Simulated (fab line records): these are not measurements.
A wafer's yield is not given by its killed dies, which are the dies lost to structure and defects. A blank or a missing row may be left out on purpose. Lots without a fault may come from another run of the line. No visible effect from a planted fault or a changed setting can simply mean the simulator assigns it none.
Which tool did it? | flow nand_harc | 39 wafers from 13 lots sampled at 5 of the route's 1302 steps

## WHAT THE GAUGES READ, wafer by wafer
NHARC_A_M0_THK_MEAS_24: measures by xrf.
lot  | measured     | on            | thk_nm (nm)
L312 | day 22 19:28 | film_metro-01 | 113.6 112.4 117.1
L316 | day 24 10:59 | film_metro-02 | 113.7 114.7 115.0
L317 | day 25 03:42 | film_metro-02 | 111.7 110.5 113.1
L319 | day 26 02:22 | film_metro-02 | 114.8 112.7 115.5
L320 | day 26 07:02 | film_metro-02 | 111.9 114.9 113.3
L328 | day 29 05:05 | film_metro-02 | 114.6 112.0 110.3
L329 | day 29 16:30 | film_metro-02 | 113.5 113.9 113.3
L332 | day 30 13:56 | film_metro-02 | 113.9 112.8 111.4
L330 | day 30 16:01 | film_metro-02 | 114.9 112.7 111.7
L331 | day 31 18:33 | film_metro-02 | 111.0 112.6 114.6
L334 | day 31 20:40 | film_metro-02 | 116.0 114.4 115.0
L333 | day 32 02:14 | film_metro-02 | 114.5 115.0 112.8
L335 | day 32 11:50 | film_metro-02 | 112.7 116.1 112.6

NHARC_END_SORT_01.
lot  | measured     | on        | defect_limited_yield (%) | killed_at_array | killed_at_other | killed_at_periphery | killed_dies | killed_open | killed_short
L319 | day 27 15:35 | prober-02 | 0 0 0                    | 674 674 675     | 1 1 0           | 2 2 2               | 677 677 677 | 3 3 0       | 0 1 1
L320 | day 27 23:36 | prober-01 | 0 0 0                    | 668 668 670     | 1 0 0           | 8 9 7               | 677 677 677 | 2 7 7       | 2 3 3

## EACH LOT AND THE TOOL THAT RAN IT (in order: tool; ch and the chambers of the sampled wafers; start)
lot  | NHARC_A_M0_CMP_23             | NHARC_A_M1_ETCH_28                 | NHARC_A_M1_CMP_23
L312 | cmp-03 ch 1,2, day 22 19:09   | rie_diel-03 ch 2,3, day 22 21:49   | cmp-01 ch 0,1,3, day 22 23:19
L316 | cmp-03 ch 0,1,3, day 24 10:40 | rie_diel-09 ch 1,3, day 24 13:47   | cmp-04 ch 1,2,3, day 24 15:20
L317 | cmp-02 ch 0,3, day 25 03:25   | rie_diel-12 ch 2,3, day 25 06:02   | cmp-04 ch 0,2,3, day 25 07:36
L319 | cmp-03 ch 0,1,3, day 26 02:02 | rie_diel-09 ch 0,1,2, day 26 05:29 | cmp-02 ch 0,2,3, day 26 06:58
L320 | cmp-03 ch 1,2,3, day 26 06:43 | rie_diel-12 ch 0,1,2, day 26 09:22 | cmp-02 ch 1,2, day 26 10:50
L328 | cmp-02 ch 0,2,3, day 29 04:50 | rie_diel-12 ch 1,2,3, day 29 07:17 | cmp-01 ch 1,2, day 29 08:47
L329 | cmp-01 ch 0,1,3, day 29 16:13 | rie_diel-09 ch 0,2,3, day 29 18:52 | cmp-02 ch 0,1,3, day 29 20:22
L332 | cmp-03 ch 0,1,2, day 30 13:41 | rie_diel-12 ch 2,3, day 30 16:26   | cmp-02 ch 0,1, day 30 18:10
L330 | cmp-01 ch 1,2, day 30 15:43   | rie_diel-09 ch 1,2,3, day 30 18:31 | cmp-04 ch 1,3, day 30 20:05
L331 | cmp-02 ch 0,1,2, day 31 18:17 | rie_diel-09 ch 0,2,3, day 31 20:48 | cmp-02 ch 0,1,2, day 31 22:21
L334 | cmp-01 ch 2,3, day 31 20:20   | rie_diel-03 ch 0,1,3, day 31 22:55 | cmp-04 ch 0,2,3, day 32 00:27
L333 | cmp-03 ch 1,2, day 32 01:56   | rie_diel-09 ch 0,3, day 32 04:27   | cmp-04 ch 0,2,3, day 32 06:02
L335 | cmp-03 ch 1,3, day 32 11:31   | rie_diel-03 ch 1,2, day 32 14:19   | cmp-02 ch 0,1,3, day 32 15:49
- NHARC_A_M0_CMP_23: polishes, t overpolish 20 s, target thk 113.75 nm.
- NHARC_A_M1_ETCH_28: etches the open film in CF4/N2, target depth 30 nm, time 72.99 s.
- NHARC_A_M1_CMP_23: polishes, t overpolish 20 s, target thk 154.34 nm.

## WHAT THE TOOLS THEMSELVES READ (means of the sampled wafers that have a number; where no wafer has one, the mark that the record gives instead)
NHARC_A_M0_CMP_23.
lot  | tool   | motor_current_A (A) | time_to_endpoint_s (s)
L312 | cmp-03 | 12.2                | 28.0
L316 | cmp-03 | 11.6                | 29.6
L317 | cmp-02 | 11.7                | 27.7
L319 | cmp-03 | 11.0                | 31.6
L320 | cmp-03 | 11.5                | 29.8
L328 | cmp-02 | 12.0                | 27.8
L329 | cmp-01 | 11.5                | 26.3
L332 | cmp-03 | 12.1                | 28.4
L330 | cmp-01 | 11.4                | 27.3
L331 | cmp-02 | 11.4                | 23.8
L334 | cmp-01 | 10.7                | 28.3
L333 | cmp-03 | 12.1                | 29.5
L335 | cmp-03 | 10.8                | 28.5

NHARC_A_M1_ETCH_28.
lot  | tool        | bias_w (W) | cf4_flow_sccm (sccm) | drypump_motor_current_A (A) | oes_product_au (a.u.) | rf_vpp_V (V) | showerhead_plenum_p_Torr (Torr) | throttle_valve_pct (%)
L312 | rie_diel-03 | 99.7       | 49.86                | 6.1                         | 0.998                 | 312.9        | 2.57                            | 19.786
L316 | rie_diel-09 | 100.0      | 50.08                | 6.2                         | 1.008                 | 315.4        | 2.64                            | 19.798
L317 | rie_diel-12 | 100.0      | 49.98                | 5.4                         | 0.992                 | 315.1        | 2.62                            | 19.797
L319 | rie_diel-09 | -          | -                    | -                           | -                     | -            | -                               | -
L320 | rie_diel-12 | -          | -                    | -                           | -                     | -            | -                               | -
L328 | rie_diel-12 | 100.0      | 49.89                | 5.8                         | 0.992                 | 315.7        | 2.69                            | 19.789
L329 | rie_diel-09 | 99.9       | 49.98                | 6.3                         | 0.995                 | 313.0        | 2.57                            | 19.798
L332 | rie_diel-12 | 99.5       | 49.94                | 5.4                         | 0.995                 | 314.5        | 2.62                            | 19.798
L330 | rie_diel-09 | 100.1      | 49.92                | 6.2                         | 1.004                 | 314.2        | 2.63                            | 19.797
L331 | rie_diel-09 | 100.2      | 49.98                | 6.3                         | 0.995                 | 311.8        | 2.57                            | 19.796
L334 | rie_diel-03 | 99.9       | 50.04                | 5.6                         | 1.011                 | 312.9        | 2.55                            | 19.787
L333 | rie_diel-09 | 99.8       | 50.02                | 6.3                         | 1.004                 | 312.5        | 2.53                            | 19.790
L335 | rie_diel-03 | 100.0      | 49.88                | 6.1                         | 1.005                 | 314.0        | 2.62                            | 19.798

NHARC_A_M1_CMP_23.
lot  | tool   | motor_current_A (A) | time_to_endpoint_s (s)
L312 | cmp-01 | 12.0                | 27.8
L316 | cmp-04 | 11.4                | 26.8
L317 | cmp-04 | 10.8                | 26.9
L319 | cmp-02 | 12.1                | 26.4
L320 | cmp-02 | 11.5                | 24.4
L328 | cmp-01 | 11.9                | 28.1
L329 | cmp-02 | 11.5                | 26.8
L332 | cmp-02 | 10.9                | 25.5
L330 | cmp-04 | 11.1                | 30.6
L331 | cmp-02 | 10.9                | 27.7
L334 | cmp-04 | 11.1                | 27.0
L333 | cmp-04 | 11.1                | 30.6
L335 | cmp-02 | 11.9                | 26.7

## THE ANSWER, worked out from the rows above alone
Rule: usual is defined by the lots themselves. Put in order of their means at a reading, lots are off if they are a third of the lots or fewer, leave a main group of 4 or more, and stand apart from it by a gap of 3 or more times the standard deviation of the main group's means; of several such gaps the widest counts. A main group whose means are all the same, to the digits that the tables above print for the reading, isn't used. Also off: a lot with no number at a reading for which 4 or more lots have one. Where the step has rows for the other lots, those lots are counted as sound. The gauges are gone through in route order, then the tools' own readings, and for those a lot's mean is taken as printed above. At the first step where some lot is off, the reading lying furthest off is the one used; lots without a number count as furthest.
Off, at NHARC_A_M1_ETCH_28 on bias_w: L319, L320. Without a number there: L319, L320. The main group: mean 99.9 W, standard deviation 0.18.
A tool fits if, at that step or a process step before it, it ran every lot that is off, and no sound lot after the first of them. No candidate that was tried fits.

## WHAT THE SIMULATOR HAD INSERTED
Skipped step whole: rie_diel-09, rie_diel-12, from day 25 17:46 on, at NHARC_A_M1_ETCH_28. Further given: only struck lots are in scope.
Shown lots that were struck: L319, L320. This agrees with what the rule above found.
